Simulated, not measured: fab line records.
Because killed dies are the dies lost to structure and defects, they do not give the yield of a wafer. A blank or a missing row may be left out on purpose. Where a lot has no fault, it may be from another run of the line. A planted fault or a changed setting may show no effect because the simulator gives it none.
What tool caused it? | flow nandHarc | 31 wafers from 11 lots sampled at 9 of the route's 1302 steps

WHAT THE GAUGES READ, wafer by wafer
NHARC_A_DECK1_JOINT_INSPECT_05. Usual: 323 for rawDefectCount, sd 130.
lot  | measured     | on               | rawDefectCount | flag
L888 | day 12 00:07 | defectInspect-02 | 381 257 337    | 
L893 | day 14 19:53 | defectInspect-01 | 196 355 350    | 
L895 | day 16 03:21 | defectInspect-02 | 301 423 459    | 
L897 | day 16 08:53 | defectInspect-02 | 497 401 416    | 
L898 | day 17 01:19 | defectInspect-02 | 328 316        | 
L899 | day 17 01:20 | defectInspect-02 | 296 238 254    | 
L900 | day 17 10:10 | defectInspect-01 | 405 500        | 
L906 | day 20 05:55 | defectInspect-02 | 248 148 122    | 
L908 | day 20 11:16 | defectInspect-01 | 258 286 346    | 
L909 | day 21 12:10 | defectInspect-02 | 277 241 281    | 
L910 | day 21 19:48 | defectInspect-02 | 180 273 263    | 

NHARC_A_CHANNEL_HOLE_D2_CD_MEAS_10 targets a cd of 100 nm. Usual: 100.3 nm for cdNm, sd 0.74.
lot  | measured     | on       | cdNm (nm)         | flag
L888 | day 12 16:22 | cdSem-03 | 101.9 100.5 100.2 | 
L893 | day 15 13:32 | cdSem-02 | 100.8 101.2 100.6 | 
L895 | day 17 02:18 | cdSem-01 | 99.6 100.8 99.9   | 
L897 | day 17 04:27 | cdSem-01 | 101.0 100.3 100.7 | 
L898 | day 17 20:09 | cdSem-01 | 90.8 100.1        | OFF
L899 | day 17 18:25 | cdSem-03 | 98.6 100.4 90.9   | OFF
L900 | day 18 02:57 | cdSem-03 | 91.9 99.6         | OFF
L906 | day 20 22:34 | cdSem-01 | 98.9 100.6 99.7   | 
L908 | day 21 06:28 | cdSem-02 | 101.4 100.8 99.9  | 
L909 | day 22 10:05 | cdSem-03 | 99.9 100.2 101.2  | 
L910 | day 22 16:13 | cdSem-03 | 100.9 100.6 100.7 | 

NHARC_A_CHANNEL_HOLE_D2_CD_MEAS_18. Usual: 99.9 nm for cdNm, sd 2.6.
lot  | measured     | on       | cdNm (nm)         | flag
L888 | day 12 17:40 | cdSem-01 | 101.0 97.0 99.6   | 
L893 | day 15 14:50 | cdSem-02 | 103.4 99.2 101.4  | 
L895 | day 17 03:35 | cdSem-03 | 101.0 97.6 96.8   | 
L897 | day 17 05:44 | cdSem-01 | 101.4 98.7 99.0   | 
L898 | day 17 21:26 | cdSem-03 | 90.7 108.3        | 
L899 | day 17 19:43 | cdSem-03 | 99.0 97.7 90.5    | 
L900 | day 18 04:15 | cdSem-03 | 88.6 104.8        | 
L906 | day 20 23:52 | cdSem-02 | 97.6 97.9 98.4    | 
L908 | day 21 07:46 | cdSem-02 | 104.6 103.4 102.7 | 
L909 | day 22 11:23 | cdSem-03 | 102.9 102.0 103.5 | 
L910 | day 22 17:31 | cdSem-01 | 102.1 101.5 100.8 | 

NHARC_A_CHANNEL_HOLE_D2_CD_MEAS_31. Usual: 89.4 nm for cdNm, sd 1.7.
lot  | measured     | on       | cdNm (nm)      | flag
L888 | day 12 23:14 | cdSem-03 | 89.9 91.4 90.2 | 
L893 | day 15 20:44 | cdSem-03 | 90.2 90.3 88.3 | 
L895 | day 17 09:20 | cdSem-03 | 88.0 91.2 87.3 | 
L897 | day 17 13:31 | cdSem-01 | 88.7 89.0 89.1 | 
L898 | day 18 03:04 | cdSem-01 | 81.7 88.9      | 
L899 | day 18 01:20 | cdSem-01 | 85.2 90.9 78.8 | 
L900 | day 18 10:25 | cdSem-01 | 80.1 89.1      | 
L906 | day 21 05:28 | cdSem-01 | 90.1 88.8 87.7 | 
L908 | day 21 13:22 | cdSem-01 | 89.9 88.3 90.4 | 
L909 | day 22 18:29 | cdSem-03 | 88.6 88.4 91.5 | 
L910 | day 23 01:19 | cdSem-01 | 88.8 91.0 92.8 | 

NHARC_END_SORT_01. Usual: killedAtArray 46, standard deviation 15; killedAtOther 1.0, standard deviation 1.3; killedAtPeriphery 4, standard deviation 3; killedDies 51, standard deviation 15; killedOpen 3.2, standard deviation 1.8; killedShort 2.5, standard deviation 1.5.
lot  | measured     | on        | killedAtArray | killedAtOther | killedAtPeriphery | killedDies | killedOpen | killedShort | flag
L899 | day 28 17:38 | prober-02 | 21            | 0             | 5                 | 26         | 3          | 2           | 

EACH LOT AND THE TOOL THAT RAN IT (in order: tool; ch and the chambers of the sampled wafers; start)
lot  | NHARC_A_CHANNEL_HOLE_D2_PEB_08   | NHARC_A_CHANNEL_HOLE_D2_DESCUM_15 | NHARC_A_CHANNEL_HOLE_D2_ETCH_39              | NHARC_A_CHANNEL_HOLE_D2_XSEM_32
L888 | lithoTrack-06 ch 0, day 12 16:17 | rieDiel-05 ch 0,2, day 12 16:34   | rieDiel-05 ch 1,3, day 12 17:40 or earlier   | xsem-02 ch 0, day 12 23:20
L893 | lithoTrack-04 ch 0, day 15 13:27 | rieDiel-10 ch 1,2,3, day 15 13:44 | rieDiel-10 ch 0,1,3, day 15 14:50 or earlier | xsem-01 ch 0, day 15 20:50
L895 | lithoTrack-01 ch 0, day 17 02:13 | rieDiel-07 ch 0,3, day 17 02:29   | rieDiel-07 ch 0,1,2, day 17 03:35 or earlier | xsem-01 ch 0, day 17 09:25
L897 | lithoTrack-06 ch 0, day 17 04:22 | rieDiel-07 ch 1,2,3, day 17 04:38 | rieDiel-07 ch 0,1,2, day 17 05:44 or earlier | xsem-02 ch 0, day 17 13:36
L898 | lithoTrack-01 ch 0, day 17 20:04 | rieDiel-10 ch 1,3, day 17 20:20   | rieDiel-10 ch 1,2, day 17 21:26 or earlier   | xsem-01 ch 0, day 18 03:09
L899 | lithoTrack-01 ch 0, day 17 18:20 | rieDiel-05 ch 0,1,2, day 17 18:37 | rieDiel-05 ch 1,3, day 17 19:43 or earlier   | xsem-02 ch 0, day 18 01:26
L900 | lithoTrack-01 ch 0, day 18 02:52 | rieDiel-10 ch 2,3, day 18 03:10   | rieDiel-10 ch 1,2, day 18 04:15 or earlier   | xsem-02 ch 0, day 18 10:31
L906 | lithoTrack-01 ch 0, day 20 22:29 | rieDiel-05 ch 1,2,3, day 20 22:45 | rieDiel-05 ch 0,2,3, day 20 23:52 or earlier | xsem-01 ch 0, day 21 05:33
L908 | lithoTrack-06 ch 0, day 21 06:23 | rieDiel-10 ch 0,3, day 21 06:40   | rieDiel-10 ch 0,2, day 21 07:46 or earlier   | xsem-01 ch 0, day 21 13:27
L909 | lithoTrack-06 ch 0, day 22 10:00 | rieDiel-05 ch 0,1,3, day 22 10:17 | rieDiel-05 ch 2,3, day 22 11:23 or earlier   | xsem-01 ch 0, day 22 18:35
L910 | lithoTrack-06 ch 0, day 22 16:08 | rieDiel-05 ch 0,2,3, day 22 16:25 | rieDiel-05 ch 1,2,3, day 22 17:31 or earlier | xsem-02 ch 0, day 23 01:25
- NHARC_A_CHANNEL_HOLE_D2_PEB_08: peb time 65 s.
- NHARC_A_CHANNEL_HOLE_D2_DESCUM_15: chemistry O2, time 3 s.
- NHARC_A_CHANNEL_HOLE_D2_ETCH_39: etches the open film in N2/H2, target depth 260 nm, time 325 s.
- NHARC_A_CHANNEL_HOLE_D2_XSEM_32

AS READ BY THE TOOLS THEMSELVES (means over the sampled wafers that have a number; for cases with no such wafer, the mark the record gives instead)
NHARC_A_CHANNEL_HOLE_D2_PEB_08. Usual: 156.6 W for heaterPowerTotalW, sd 0.41.
lot  | tool          | heaterPowerTotalW (W) | flag
L888 | lithoTrack-06 | 156.8                 | 
L893 | lithoTrack-04 | 156.9                 | 
L895 | lithoTrack-01 | 156.3                 | 
L897 | lithoTrack-06 | 156.7                 | 
L898 | lithoTrack-01 | 169.2                 | OFF
L899 | lithoTrack-01 | 165.1                 | OFF
L900 | lithoTrack-01 | 169.6                 | OFF
L906 | lithoTrack-01 | 156.7                 | 
L908 | lithoTrack-06 | 156.6                 | 
L909 | lithoTrack-06 | 156.8                 | 
L910 | lithoTrack-06 | 156.4                 | 

NHARC_A_CHANNEL_HOLE_D2_DESCUM_15. Usual: drypumpMotorCurrentA 5.9 A, standard deviation 0.35; mfcArSccm 0.008 sccm, standard deviation 0.0087; oesProductAu 1.002 a.u., standard deviation 0.012; rfVppV 57.8 V, standard deviation 0.9; showerheadPlenumPTorr 1.92 Torr, standard deviation 0.071; throttleValvePct 11.310 %, standard deviation 0.0084.
lot  | tool       | drypumpMotorCurrentA (A) | mfcArSccm (sccm) | oesProductAu (a.u.) | rfVppV (V) | showerheadPlenumPTorr (Torr) | throttleValvePct (%) | flag
L888 | rieDiel-05 | 5.8                      | 0.007            | 0.984               | 58.2       | 1.95                         | 11.311               | 
L893 | rieDiel-10 | 6.2                      | 0.010            | 1.001               | 57.5       | 1.78                         | 11.301               | 
L895 | rieDiel-07 | 5.7                      | 0.009            | 1.009               | 57.6       | 1.94                         | 11.311               | 
L897 | rieDiel-07 | 5.6                      | 0.003            | 1.002               | 57.8       | 1.91                         | 11.315               | 
L898 | rieDiel-10 | 6.2                      | 0.014            | 1.004               | 57.9       | 1.78                         | 11.299               | 
L899 | rieDiel-05 | 5.7                      | 0.012            | 0.998               | 57.7       | 1.95                         | 11.308               | 
L900 | rieDiel-10 | 6.0                      | 0.002            | 1.004               | 56.5       | 1.78                         | 11.307               | 
L906 | rieDiel-05 | 5.9                      | 0.012            | 1.004               | 58.2       | 1.95                         | 11.311               | 
L908 | rieDiel-10 | 6.0                      | 0.002            | 1.003               | 57.9       | 1.81                         | 11.310               | 
L909 | rieDiel-05 | 6.1                      | 0.005            | 1.001               | 57.5       | 1.97                         | 11.306               | 
L910 | rieDiel-05 | 5.9                      | 0.007            | 1.004               | 57.0       | 1.93                         | 11.317               | 

NHARC_A_CHANNEL_HOLE_D2_ETCH_39. Usual: value, then standard deviation, for each; drypumpMotorCurrentA 5.9 A / 0.35; h2FlowSccm 150.0 sccm / 0.43; mfcArSccm 0.008 sccm / 0.0089; oesProductAu 1.002 a.u. / 0.014; rfVppV 430.5 V / 2.2; showerheadPlenumPTorr 2.04 Torr / 0.076; throttleValvePct 14.170 % / 0.0081.
lot  | tool       | drypumpMotorCurrentA (A) | h2FlowSccm (sccm) | mfcArSccm (sccm) | oesProductAu (a.u.) | rfVppV (V) | showerheadPlenumPTorr (Torr) | throttleValvePct (%) | flag
L888 | rieDiel-05 | 6.0                      | 149.8             | 0.010            | 0.993               | 432.7      | 2.12                         | 14.180               | 
L893 | rieDiel-10 | 6.2                      | 150.1             | 0.010            | 1.003               | 428.0      | 1.93                         | 14.171               | 
L895 | rieDiel-07 | 6.0                      | 150.0             | 0.002            | 1.002               | 430.8      | 2.05                         | 14.169               | 
L897 | rieDiel-07 | 6.0                      | 149.8             | 0.002            | 1.006               | 430.2      | 2.05                         | 14.175               | 
L898 | rieDiel-10 | 6.2                      | 150.0             | 0.013            | 1.004               | 426.4      | 1.90                         | 14.171               | 
L899 | rieDiel-05 | 6.2                      | 149.8             | 0.006            | 1.008               | 431.1      | 2.10                         | 14.165               | 
L900 | rieDiel-10 | 6.2                      | 149.8             | 0.013            | 1.000               | 426.0      | 1.90                         | 14.162               | 
L906 | rieDiel-05 | 5.9                      | 150.2             | 0.007            | 0.995               | 431.0      | 2.06                         | 14.165               | 
L908 | rieDiel-10 | 6.0                      | 150.1             | 0.000            | 1.014               | 428.6      | 1.96                         | 14.174               | 
L909 | rieDiel-05 | 5.7                      | 150.0             | 0.014            | 1.011               | 430.6      | 2.04                         | 14.172               | 
L910 | rieDiel-05 | 5.9                      | 149.8             | 0.012            | 1.001               | 431.5      | 2.08                         | 14.170               | 

NHARC_A_CHANNEL_HOLE_D2_XSEM_32. Usual: botCdNm 74.0 nm, standard deviation 1.8; bowNm 8.7 nm, standard deviation 0.34; tiltDeg 0.064 degrees, standard deviation 0.03.
lot  | tool    | botCdNm (nm) | bowNm (nm) | tiltDeg (degrees) | flag
L888 | xsem-02 | 76.0         | 8.9        | 0.089             | 
L893 | xsem-01 | 73.5         | 8.8        | 0.061             | 
L895 | xsem-01 | 73.2         | 8.4        | 0.074             | 
L897 | xsem-02 | 73.0         | 8.3        | 0.063             | 
L898 | xsem-01 | 69.9         | 8.4        | 0.124             | 
L899 | xsem-02 | 69.4         | 8.2        | 0.031             | 
L900 | xsem-02 | 69.2         | 8.4        | 0.087             | 
L906 | xsem-01 | 73.0         | 8.9        | 0.085             | 
L908 | xsem-01 | 74.2         | 8.4        | 0.079             | 
L909 | xsem-01 | 73.8         | 8.4        | 0.021             | 
L910 | xsem-02 | 75.2         | 9.3        | 0.062             | 

THE ANSWER, worked out from the rows above alone
Rule: a lot is off if the mean of its wafers that have a number lies more than 3 standard deviations from the usual mean. A lot without any number at a reading at which 4 lots or more have one is off too. The other lots that the step has rows for count as sound. First the gauges in route order, then the tools' own readings, where a lot's mean is used as printed above. At the first step where some lot is off, the reading lying furthest off is the one used; lots without a number count as furthest.
Off: L898, L899, L900, at NHARC_A_CHANNEL_HOLE_D2_CD_MEAS_10 (cdNm).
If a tool, at a process step before that reading, ran all the lots that are off and no sound lot after the first of them, it fits. The gauges at NHARC_A_CHANNEL_HOLE_D2_CD_MEAS_10 aren't tried: what is off there is off at NHARC_A_CHANNEL_HOLE_D2_PEB_08 too, on other tools, and a gauge's error can't cause that. No candidate that was tried fits.

WHAT WAS PUT IN BY THE SIMULATOR
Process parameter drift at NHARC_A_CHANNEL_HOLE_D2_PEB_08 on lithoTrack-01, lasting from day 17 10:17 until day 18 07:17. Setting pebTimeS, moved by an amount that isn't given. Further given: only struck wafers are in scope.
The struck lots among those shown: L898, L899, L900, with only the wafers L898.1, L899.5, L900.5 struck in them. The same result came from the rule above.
